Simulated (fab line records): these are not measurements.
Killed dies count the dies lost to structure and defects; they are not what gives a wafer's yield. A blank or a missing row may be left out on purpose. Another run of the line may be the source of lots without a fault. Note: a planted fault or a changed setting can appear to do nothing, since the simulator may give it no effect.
Which tool was responsible?	flow n5Finfet	Sampling: 11 lots, 33 wafers, 5 of 1938 route steps

== WHAT EACH GAUGE READ, for each wafer ==
N5_BEOL_M4_RC_MEAS_101. Usual: DIBL_N 36.3 mV/V, standard deviation 1.2; DIBL_P 36.7 mV/V, standard deviation 1.5; IOFF_N 0.164 nA/um, standard deviation 0.02; IOFF_P 0.214 nA/um, standard deviation 0.024; ION_N 673 uA/um, standard deviation 8.5; ION_P 461 uA/um, standard deviation 5.9; SS_N 71.6 mV/dec, standard deviation 0.44; SS_P 73.3 mV/dec, standard deviation 0.55; VT_N 249.4 mV, standard deviation 2.4; VT_P -250.0 mV, standard deviation 2.3.
lot	measured	on	DIBL_N (mV/V)	DIBL_P (mV/V)	IOFF_N (nA/um)	IOFF_P (nA/um)	ION_N (uA/um)	ION_P (uA/um)	SS_N (mV/dec)	SS_P (mV/dec)	VT_N (mV)	VT_P (mV)	flag
L763	day 7 14:05	prober-01	36.3 35.6 36.4	35.8 34.9 35.2	0.162 0.149 0.160	0.194 0.182 0.188	674 654 655	458 449 453	71.9 71.7 71.4	73.4 73.3 74.0	249.4 250.6 249.2	-251.8 -255.3 -251.0	
L770	day 10 09:23	prober-02	34.4 36.3 35.7	35.5 37.5 36.6	0.140 0.174 0.159	0.198 0.229 0.215	668 675 668	457 464 458	71.3 71.7 71.5	72.5 73.4 73.4	252.3 248.8 250.5	-248.4 -248.3 -249.8	
L773	day 10 14:32	prober-01	35.0 35.4 36.1	35.5 36.4 37.2	0.152 0.167 0.175	0.205 0.214 0.225	681 678 676	469 463 459	71.4 71.4 71.8	73.2 73.4 73.9	250.3 247.4 247.5	-251.2 -250.8 -248.6	
L775	day 11 07:54	prober-02	37.8 36.2 37.2	36.6 35.0 35.5	0.164 0.148 0.161	0.201 0.183 0.202	673 663 663	456 451 451	71.4 71.5 72.0	73.5 73.3 73.1	248.8 250.9 250.2	-251.1 -253.0 -249.0	
L777	day 11 14:03	prober-01	37.2 36.6 36.7	36.8 36.3 36.4	0.174 0.165 0.160	0.223 0.218 0.224	675 671 678	460 460 467	72.2 71.4 72.6	73.9 73.3 73.4	251.4 248.3 253.3	-249.7 -249.7 -249.6	
L776	day 11 14:11	prober-02	36.5 37.9 38.2	37.6 39.0 39.6	0.160 0.177 0.188	0.190 0.217 0.213	662 671 659	452 462 452	71.1 71.5 72.3	73.3 73.3 73.2	250.8 249.7 244.9	-252.2 -253.4 -249.8	
L778	day 11 19:55	prober-02	36.7 35.7 34.9	37.1 36.7 35.7	0.162 0.147 0.131	0.224 0.218 0.195	672 673 666	470 466 462	71.6 71.1 71.6	73.3 73.3 73.3	249.7 252.8 253.9	-247.1 -246.9 -247.2	
L779	day 12 05:11	prober-02	36.0 34.2 35.2	36.7 33.7 34.7	0.159 0.129 0.141	0.232 0.190 0.192	679 669 663	466 463 457	72.1 71.5 71.1	73.3 72.7 72.7	249.3 251.4 250.4	-248.2 -248.6 -251.4	
L783	day 12 22:19	prober-02	38.6 36.9 39.0	37.3 36.2 37.4	0.201 0.162 0.196	0.240 0.213 0.229	679 664 666	465 454 460	71.2 70.9 71.8	73.5 73.0 73.7	245.6 249.2 246.6	-246.5 -248.0 -249.1	
L784	day 13 12:11	prober-01	36.0 37.5 36.9	36.4 38.9 38.2	0.163 0.194 0.180	0.219 0.256 0.244	675 671 674	461 460 465	71.3 71.9 71.4	73.2 73.7 73.9	246.9 245.0 247.3	-248.3 -248.7 -248.9	
L786	day 13 19:11	prober-02	36.3 36.1 38.6	38.1 38.3 40.1	0.159 0.160 0.200	0.214 0.214 0.258	680 672 682	465 465 469	71.2 71.2 72.3	73.8 73.3 74.7	251.0 251.5 247.2	-251.5 -250.7 -249.7	

== EACH LOT AND THE TOOL THAT RAN IT (in order: tool; ch and the chambers of the sampled wafers; start) ==
lot	N5_BEOL_M4_SPUTTER_79	N5_BEOL_M4_ANNEAL_80	N5_BEOL_M4_SPUTTER_81	N5_BEOL_M4_ANNEAL_91
L763	pvdSputter-02, day 7 11:08	pvdSputter-02, day 7 11:13	pvdSputter-02, day 7 11:21	pvdSputter-02, day 7 12:05
L770	pvdSputter-02, day 10 06:36	pvdSputter-02, day 10 06:41	pvdSputter-02, day 10 06:49	pvdSputter-02, day 10 07:34
L773	pvdSputter-02, day 10 11:52	pvdSputter-02, day 10 11:57	pvdSputter-02, day 10 12:05	pvdSputter-02, day 10 12:50
L775	pvdSputter-02, day 11 05:07	pvdSputter-02, day 11 05:11	pvdSputter-02, day 11 05:20	pvdSputter-02, day 11 06:04
L777	pvdSputter-03, day 11 11:06	pvdSputter-03, day 11 11:11	pvdSputter-03, day 11 11:19	pvdSputter-03, day 11 12:04
L776	pvdSputter-01, day 11 11:10	pvdSputter-01, day 11 11:15	pvdSputter-01, day 11 11:23	pvdSputter-01, day 11 12:08
L778	pvdSputter-01, day 11 17:17	pvdSputter-01, day 11 17:22	pvdSputter-01, day 11 17:30	pvdSputter-01, day 11 18:14
L779	pvdSputter-03, day 12 02:22	pvdSputter-03, day 12 02:26	pvdSputter-03, day 12 02:35	pvdSputter-03, day 12 03:19
L783	pvdSputter-02, day 12 19:32	pvdSputter-02, day 12 19:37	pvdSputter-02, day 12 19:45	pvdSputter-02, day 12 20:29
L784	pvdSputter-01, day 13 09:12	pvdSputter-01, day 13 09:17	pvdSputter-01, day 13 09:25	pvdSputter-01, day 13 10:10
L786	pvdSputter-02, day 13 15:53	pvdSputter-02, day 13 15:58	pvdSputter-02, day 13 16:07	pvdSputter-02, day 13 16:51
- N5_BEOL_M4_SPUTTER_79: material Cu, target thk 4.5 nm, time 8.29 s.
- N5_BEOL_M4_ANNEAL_80: time 240 s.
- N5_BEOL_M4_SPUTTER_81: material Cu, target thk 4.5 nm, time 8.29 s.
- N5_BEOL_M4_ANNEAL_91: time 240 s.

== WHAT THE TOOLS THEMSELVES READ (means of the sampled wafers that have a number; where no wafer has one, the mark that the record gives instead) ==
N5_BEOL_M4_SPUTTER_79. Usual: throttleValvePct at 29.6 %, with a standard deviation of 0.98.
lot	tool	throttleValvePct (%)	flag
L763	pvdSputter-02	29.7	
L770	pvdSputter-02	29.7	
L773	pvdSputter-02	29.8	
L775	pvdSputter-02	28.5	
L777	pvdSputter-03	28.9	
L776	pvdSputter-01	29.8	
L778	pvdSputter-01	30.0	
L779	pvdSputter-03	29.6	
L783	pvdSputter-02	29.8	
L784	pvdSputter-01	30.1	
L786	pvdSputter-02	29.1	

N5_BEOL_M4_ANNEAL_80. Usual: heaterPowerW 819 W, standard deviation 61; susceptorTempC 400.03 C, standard deviation 0.24.
lot	tool	heaterPowerW (W)	susceptorTempC (C)	flag
L763	pvdSputter-02	855	399.72	
L770	pvdSputter-02	-	-	OFF
L773	pvdSputter-02	-	-	OFF
L775	pvdSputter-02	849	400.05	
L777	pvdSputter-03	790	399.87	
L776	pvdSputter-01	774	400.06	
L778	pvdSputter-01	811	400.15	
L779	pvdSputter-03	802	400.05	
L783	pvdSputter-02	847	400.11	
L784	pvdSputter-01	696	399.82	
L786	pvdSputter-02	854	400.05	

N5_BEOL_M4_SPUTTER_81. Usual: throttleValvePct at 29.6 %, with a standard deviation of 0.96.
lot	tool	throttleValvePct (%)	flag
L763	pvdSputter-02	29.6	
L770	pvdSputter-02	29.8	
L773	pvdSputter-02	29.7	
L775	pvdSputter-02	28.5	
L777	pvdSputter-03	29.0	
L776	pvdSputter-01	30.0	
L778	pvdSputter-01	30.1	
L779	pvdSputter-03	29.5	
L783	pvdSputter-02	29.7	
L784	pvdSputter-01	30.3	
L786	pvdSputter-02	29.1	

N5_BEOL_M4_ANNEAL_91. Usual: heaterPowerW 819 W, standard deviation 61; susceptorTempC 399.98 C, standard deviation 0.23.
lot	tool	heaterPowerW (W)	susceptorTempC (C)	flag
L763	pvdSputter-02	837	400.04	
L770	pvdSputter-02	859	400.07	
L773	pvdSputter-02	832	399.87	
L775	pvdSputter-02	847	400.02	
L777	pvdSputter-03	781	399.84	
L776	pvdSputter-01	768	399.82	
L778	pvdSputter-01	812	399.98	
L779	pvdSputter-03	798	399.89	
L783	pvdSputter-02	844	400.02	
L784	pvdSputter-01	708	400.09	
L786	pvdSputter-02	855	399.99	

== THE ANSWER, worked out from the rows above alone ==
Rule: a lot is off if the mean of its wafers that have a number lies more than 3 standard deviations from the usual mean. Also off: a lot with no number at a reading for which 4 or more lots have one. The other lots that the step has rows for count as sound. First the gauges in route order, then the tools' own readings, where a lot's mean is used as printed above. The first step at which some lot is off is used, and at that step the reading that is off furthest; a lot without a number counts as furthest.
Off, at N5_BEOL_M4_ANNEAL_80 on heaterPowerW: L770, L773. Without a number there: L770, L773.
A tool fits if, at that step or a process step before it, it ran every lot that is off, and no sound lot after the first of them. No candidate that was tried fits.

== WHAT THE SIMULATOR HAD PUT IN ==
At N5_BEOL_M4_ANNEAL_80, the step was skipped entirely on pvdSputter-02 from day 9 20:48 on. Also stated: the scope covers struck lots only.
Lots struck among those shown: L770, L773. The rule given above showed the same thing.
